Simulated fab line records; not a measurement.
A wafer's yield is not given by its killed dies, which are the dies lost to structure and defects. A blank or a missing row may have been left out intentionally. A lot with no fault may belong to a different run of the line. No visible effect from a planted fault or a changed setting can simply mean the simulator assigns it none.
Chamber matching + flow nand harc + rie diel-02 running NHARC_P_M2_ETCH_35: 3 sister chambers
The step etches the open film in N2/H2, target depth 40 nm, overetch 12 nm, time 43.94 s. 16 wafers are shown with their chamber, then 6 later ones without.

WAFERS PAIRED WITH THEIR CHAMBERS
| wafer  | chamber | showerhead plenum p Torr (Torr) | drypump motor current A (A) | rf vpp V (V) |
|--------|---------|---------------------------------|-----------------------------|--------------|
| L082.2 | 3       | 2.15                            | 5.3                         | 433.7        |
| L082.4 | 2       | 1.89                            | 5.4                         | 425.6        |
| L082.5 | 2       | 1.89                            | 5.4                         | 428.0        |
| L084.3 | 2       | 1.89                            | 5.4                         | 426.6        |
| L084.4 | 3       | 2.15                            | 5.3                         | 433.7        |
| L084.6 | 3       | 2.14                            | 5.3                         | 433.7        |
| L088.2 | 1       | 1.97                            | 6.3                         | 427.7        |
| L088.3 | 3       | 2.14                            | 5.3                         | 432.2        |
| L088.6 | 3       | 2.14                            | 5.3                         | 433.5        |
| L089.2 | 3       | 2.14                            | 5.3                         | 430.9        |
| L089.3 | 2       | 1.89                            | 5.4                         | 425.6        |
| L089.4 | 1       | 1.97                            | 6.3                         | 430.4        |
| L090.4 | 2       | 1.89                            | 5.5                         | 424.7        |
| L090.5 | 1       | 1.97                            | 6.3                         | 429.0        |
| L090.6 | 2       | 1.89                            | 5.4                         | 425.6        |
| L093.1 | 1       | 1.97                            | 6.3                         | 429.7        |

SIGNATURES, as means of the wafers listed above
| reading                  | chamber 1 | chamber 2 | chamber 3 | scatter within a chamber |
|--------------------------|-----------|-----------|-----------|--------------------------|
| showerhead plenum p Torr | 1.9700    | 1.8900    | 2.1433    | 0.0032                   |
| drypump motor current A  | 6.300     | 5.417     | 5.300     | 0.0253                   |
| rf vpp V                 | 429.200   | 426.017   | 432.950   | 1.15                     |
Rule: for a wafer and a chamber, the distance is found by dividing, reading by reading, the gap between the wafer's reading and the chamber's mean by the reading's scatter, squaring, summing and taking the root. If the next closest chamber is less than 2 further off than the closest, the wafer can't be placed; otherwise it belongs to the closest. How the scatter is found: for the shown wafers, subtract from each reading the mean of its chamber, square and add these, divide the total by (wafers less chambers), then take the root.

WAFERS WITHOUT THEIR CHAMBER
| wafer  | showerhead plenum p Torr (Torr) | drypump motor current A (A) | rf vpp V (V) |
|--------|---------------------------------|-----------------------------|--------------|
| L093.6 | 1.97                            | 6.3                         | 427.9        |
| L094.1 | 1.89                            | 5.4                         | 426.7        |
| L094.3 | 2.14                            | 5.3                         | 433.6        |
| L096.2 | 2.14                            | 5.3                         | 432.6        |
| L096.4 | 1.89                            | 5.4                         | 425.8        |
| L096.5 | 1.89                            | 5.4                         | 426.6        |

EACH ONE'S CHAMBER
| wafer  | from the rows above | in truth |
|--------|---------------------|----------|
| L093.6 | 1                   | 1        |
| L094.1 | 2                   | 2        |
| L094.3 | 3                   | 3        |
| L096.2 | 3                   | 3        |
| L096.4 | 2                   | 2        |
| L096.5 | 2                   | 2        |
Correctly placed: 6 of 6. Number that these rows cannot place: 0. 0 placed wrongly.
